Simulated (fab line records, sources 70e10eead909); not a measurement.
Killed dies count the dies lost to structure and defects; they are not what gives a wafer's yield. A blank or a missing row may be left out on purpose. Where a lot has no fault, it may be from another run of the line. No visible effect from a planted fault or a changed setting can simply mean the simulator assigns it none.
Problem report in the 8D (eight disciplines) form, filled by code :: flow nand harc :: the parts of the form that need people (team, actions taken, sign-off) are left out

== 1. THE PROBLEM ==
At NHARC_P_ZERO_WELL_ETCH_62, oes product au averages 1.363 a.u. over 4 wafers from 2 lots, while fault-free wafers read 0.966 a.u., standard deviation 0.018. That puts it +22 standard deviations away from the usual mean.
The step: etches the open film in CHF3/Ar, target depth 13 nm, time 6.5 s.
First observed at day 3 01:35: wafer L749.4, on rie diel-10. The record holds 36 wafers of 12 lots with a number at this step. Rule for "out" (also "out of limits"): further than 4 standard deviations from the usual mean. The rest of the wafers with a number are treated as sound.

== 2. WHAT IT IS, AND WHAT IT ISN'T ==
question: which readings at this step
is: oes product au
is not: drypump motor current A, rf vpp V, showerhead plenum p Torr, throttle valve pct

question: which lots
is: L749, L752
is not: L743, L755, L757, L760, L761, L762, L763, L764, L765, L766

question: which wafers of those lots
is: L749.3, L749.4, L752.3, L752.4
is not: L749.2, L752.2

question: read on which tools
is: rie diel-10
is not: rie diel-05, rie diel-12

question: when
is: from day 3 01:35
is not: up to then (4 sound wafers); but 28 sound wafers of L752, L755, L757, L760, L761, L762, L763, L764, L765, L766 came after

== 3. THE SUSPECTS, EACH WITH WHAT RULES IT OUT ==
Counting: any tool at a process step up to the reading remains a suspect provided it ran every lot that is out. Sound lots after the first of them don't rule it out here, since some wafers of a struck lot are sound.
- rie diel-10 at NHARC_P_ZERO_WELL_ETCH_62 (etches the open film in CHF3/Ar, target depth 13 nm, time 6.5 s): kept. It ran every lot that is out, first L749 (day 3 01:35). Out on those wafers are its own readings of oes product au.
- Within rie diel-10 at NHARC_P_ZERO_WELL_ETCH_62: the wafers that are out ran in chambers 0, 2; their sound lot-mates ran in chambers 1, 3.
Left after counting: rie diel-10 at NHARC_P_ZERO_WELL_ETCH_62.

== 4. THE CAUSE (what the simulator had put in) ==
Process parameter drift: rie diel-10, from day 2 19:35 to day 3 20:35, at NHARC_P_ZERO_WELL_ETCH_62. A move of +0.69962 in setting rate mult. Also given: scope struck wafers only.
Counting left only this tool.

== 5. SEQUENCE OF EFFECTS, ordered by route ==
Rows list readings where the struck wafers' mean (over those with a number) sits beyond 3 standard deviations from the usual. Only readings whose record carries a usual standard deviation are examined. hours: median over the lots of the time between each lot's start at the first step of this table that gives one and its start at this step. sigmas: the change, counted in usual standard deviations.
hours: 0
step: NHARC_P_ZERO_WELL_ETCH_62
reading: oes product au
usual: 0.966 a.u.
on struck wafers: 1.363
change: +0.397
sigmas: +22
Its process steps:
- NHARC_P_ZERO_WELL_ETCH_62: etches the open film in CHF3/Ar, target depth 13 nm, time 6.5 s.
Later steps that measure or inspect, where all struck wafers having a row at the step show a number for every such reading and not one has moved that far: NHARC_END_SORT_01.

== 6. HOW IT WOULD HAVE BEEN CAUGHT EARLIER ==
6 hours passed between the start of the fault at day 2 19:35 and the first reading out of limits in this record, taken at day 3 01:35.
